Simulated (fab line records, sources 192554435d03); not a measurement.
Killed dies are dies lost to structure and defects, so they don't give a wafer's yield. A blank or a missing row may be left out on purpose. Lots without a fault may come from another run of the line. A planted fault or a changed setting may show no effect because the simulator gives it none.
Problem report in the 8D (eight disciplines) form, filled by code | flow n5_finfet | the parts of the form that need people (team, actions taken, sign-off) are left out

1. THE PROBLEM
exposure_dose_mJ_cm2 at N5_BEOL_M7_EXPOSE_08 reads a mean of 69.80 on 6 wafers of 2 lots; wafers without a fault read 68.20 with a standard deviation of 0.072. That is +22 standard deviations from the usual mean.
The step: exposes mask M7.
First seen on wafer L774.1, day 11 17:07, on arfi_scanner-02. The record holds 36 wafers of 12 lots with a number at this step. Rule for "out", or "out of limits": more than 4 standard deviations from the usual mean. The other wafers with a number count as sound.

2. WHAT IT IS AND WHAT IT IS NOT
question                    | is                     | is not
which readings at this step | exposure_dose_mJ_cm2   | -
which lots                  | L774, L778             | L762, L763, L764, L765, L766, L768, L769, L770, L776, L783
which wafers of those lots  | all that have a number | -
read on which tools         | arfi_scanner-02        | arfi_scanner-01, arfi_scanner-03
when                        | from day 11 17:07      | up to then (24 sound wafers); but 6 sound wafers of L776, L783 came after

3. SUSPECTS, AND WHAT RULES EACH OUT
Counting: a tool at a process step up to the reading stays a suspect if it ran every lot that is out and no sound lot after the first of them.
- pvd_sputter-03 at N5_BEOL_M6_DEGAS_44 (time 60 s): ruled out as a lasting fault. Sound lots L783 ran on it after its first lot that is out, L774 (day 11 14:13).
- arfi_scanner-02 at N5_BEOL_M7_EXPOSE_08 (exposes mask M7): kept. It ran every lot that is out, first L774 (day 11 17:07), and no sound lot after that; its last sound lot up to then is L769 (day 10 07:55). Its own readings are out on those wafers: exposure_dose_mJ_cm2.
Left after counting: arfi_scanner-02 at N5_BEOL_M7_EXPOSE_08.

4. THE CAUSE (what the simulator had put in)
Process parameter drift: arfi_scanner-02, from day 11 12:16 on, at N5_BEOL_M7_EXPOSE_08. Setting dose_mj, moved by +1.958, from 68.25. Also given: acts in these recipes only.
Counting left only this tool.

5. THE CHAIN OF EFFECTS, in route order
Each row: a reading whose mean over the struck wafers that have a number lies more than 3 standard deviations from the usual. Only readings for which the record gives a usual standard deviation are gone through. hours: the time from each lot's start at the first step in this table that gives one to its start at this step, as a median over the lots. sigmas: the change in usual standard deviations.
hours | step                 | reading              | usual | on struck wafers | change | sigmas
0     | N5_BEOL_M7_EXPOSE_08 | exposure_dose_mJ_cm2 | 68.20 | 69.80            | +1.60  | +22
The process steps in it:
- N5_BEOL_M7_EXPOSE_08: exposes mask M7.
Later measuring or inspecting steps at which every struck wafer that the step has a row for has a number for every such reading, and none has moved that far: N5_BEOL_M7_OVL_MEAS_12.

6. WHAT WOULD HAVE CAUGHT IT SOONER
In this record the first reading out of limits was taken at day 11 17:07, 5 hours after the fault began at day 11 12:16.
